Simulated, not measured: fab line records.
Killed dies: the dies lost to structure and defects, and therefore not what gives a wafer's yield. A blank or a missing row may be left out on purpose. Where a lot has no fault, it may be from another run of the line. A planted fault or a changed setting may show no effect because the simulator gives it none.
A lot that was struck, set against a sound lot :: flow n5 finfet :: 23 out of 1938 route steps
Sound: these wafers, L440.2, L440.3, L440.6. The struck wafers were L447.3, L447.4, L447.6. The cause is given at the end.
Each step with rows lists, per side, the tool, then ch with its chambers, then its first start. Under that, the readings that differ: sound wafers :: struck wafers :: difference of the means :: sigmas: that difference in standard deviations of wafers without a fault.
alike: readings whose means differ by less than 2 such deviations, and words and numbers that are the same on both sides. not compared: withheld readings, readings that some wafer has no value for, bounds like >300 that may hide the same value, and numbers for which the record gives no deviation and whose values overlap.
The two part at a step that has a row with sigmas, a row that says differs or no value, or rows on one side only. Non-overlapping numbers with no deviation appear without sigmas and do not part them. A reading that every wafer of one side lacks parts them only if that side has two wafers or more.

first, 8 steps without rows for these wafers: N5_BEOL_M11_CVD_75 (deposits Co from CCTBA/H2, target thk 2 nm, time 138.9 s); N5_BEOL_M11_SPUTTER_48 (material Cu, target thk 12 nm, time 2 s); N5_BEOL_M11_ECD_50 (material Cu, target thk 318 nm); N5_BEOL_M11_ANNEAL_51 (time 90 s); N5_BEOL_M11_CMP_52 (polishes, stops on SiCOH lowk, t overpolish 7 s, target thk 140 nm); N5_BEOL_M11_PRE_CLEAN_55 (time 15 s); N5_BEOL_M11_DEP_56 (deposits SiCN from 3MS/NH3, target thk 30 nm, time 10.5 s); N5_BEOL_M12_ILD_DEP_00 (deposits SiOC from DEMS/O2, target thk 658.92 nm, time 130.7 s).
N5_BEOL_M12_COAT_58: time 60 s, resist thk 89 nm.
  sound on litho track-02 ch 0, day 10 19:47; struck on litho track-02 ch 0, day 13 17:40
reading: spin speed rpm (rpm)
sound: 1500.5 1499.9 1500.3
struck: 1406.7 1407.5 1406.8
difference: -93.2
sigmas: -85

reading: model.BARC_of_BEOL_M12_COAT_58.thk nm (nm)
sound: 89 89.2 89.2
struck: 91.4 91.4 91.6
difference: +2.3
sigmas: 
  alike: dispense pressure kPa, heater power total W
then, 8 steps without rows for these wafers: N5_BEOL_M12_COAT_04 (resist thk 400 nm); N5_BEOL_M12_EBR_06; N5_BEOL_M12_SOFTBAKE_05 (time 60 s); N5_BEOL_M12_EXPOSE_07 (exposes mask V11); N5_BEOL_M12_PEB_08 (peb time 90 s); N5_BEOL_M12_DEVELOP_09 (develop time 45 s); N5_BEOL_M12_HARDBAKE_14 (time 120 s); N5_BEOL_M12_DESCUM_15 (chemistry O2, time 7.9 s).
N5_BEOL_M12_ETCH_59: etches BARC in N2/H2, target depth 89 nm, overetch 26.7 nm, time 67.9 s.
  sound on rie diel-03 ch 1,3, day 10 20:18; struck on rie diel-01 ch 0,1, day 13 18:11
reading: model.etch.depth nm (nm)
sound: 89.03 89.18 89.18
struck: 91.43 91.5 91.53
difference: +2.36
sigmas: 
  alike: drypump motor current A, n2 flow sccm, oes product au, rf vpp V, showerhead plenum p Torr, throttle valve pct
  not compared: rf hours counter h
then, 2 steps without rows for these wafers: N5_BEOL_M12_VIA_ETCH_16 (etches SiOC in C4F8/O2/Ar, target depth 724.8 nm); N5_BEOL_M12_STRIP_63 (strips in N2/H2).
N5_BEOL_M12_STRIP_64: strips in N2/H2.
  sound on plasma asher-01 ch 0, day 10 20:37; struck on plasma asher-02 ch 0,1, day 13 18:31
reading: drypump motor current A (A)
sound: 5.49 5.50 5.46
struck: 5.29 5.30 5.28
difference: -0.19
sigmas: -2

reading: strip time to endpoint s (s)
sound: 31.32 31.36 31.34
struck: 31.99 32.00 32.03
difference: +0.67
sigmas: +10
  alike: heater power w, n2 flow sccm, oes product au
  not compared: rf hours counter h
then, 1 step without rows for these wafers: N5_BEOL_M12_STRIP_71 (strips in post etch residue remover, time 60 s).
N5_PASSIVATION_PROBE_49:
  sound on prober-01, day 12 11:07; struck on prober-01, day 15 11:30
  alike: defect limited yield, killed_at_M0_to_M3, killed_at_M4_up, killed at contacts, killed at front end, killed at other, killed dies, killed open, killed short, sort_bin_5_function, sort_bin_6_memory, sort n pass, sort yield pct

== WHERE THEY PART ==
At N5_BEOL_M12_COAT_58 first; at N5_BEOL_M12_STRIP_64 last (within this record only). Later steps at which nothing parts them and some readings are alike: N5_PASSIVATION_PROBE_49.

WHY: what had been put in by the simulator
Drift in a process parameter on litho track-02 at N5_BEOL_M12_COAT_58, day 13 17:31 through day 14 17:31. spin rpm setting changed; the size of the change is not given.
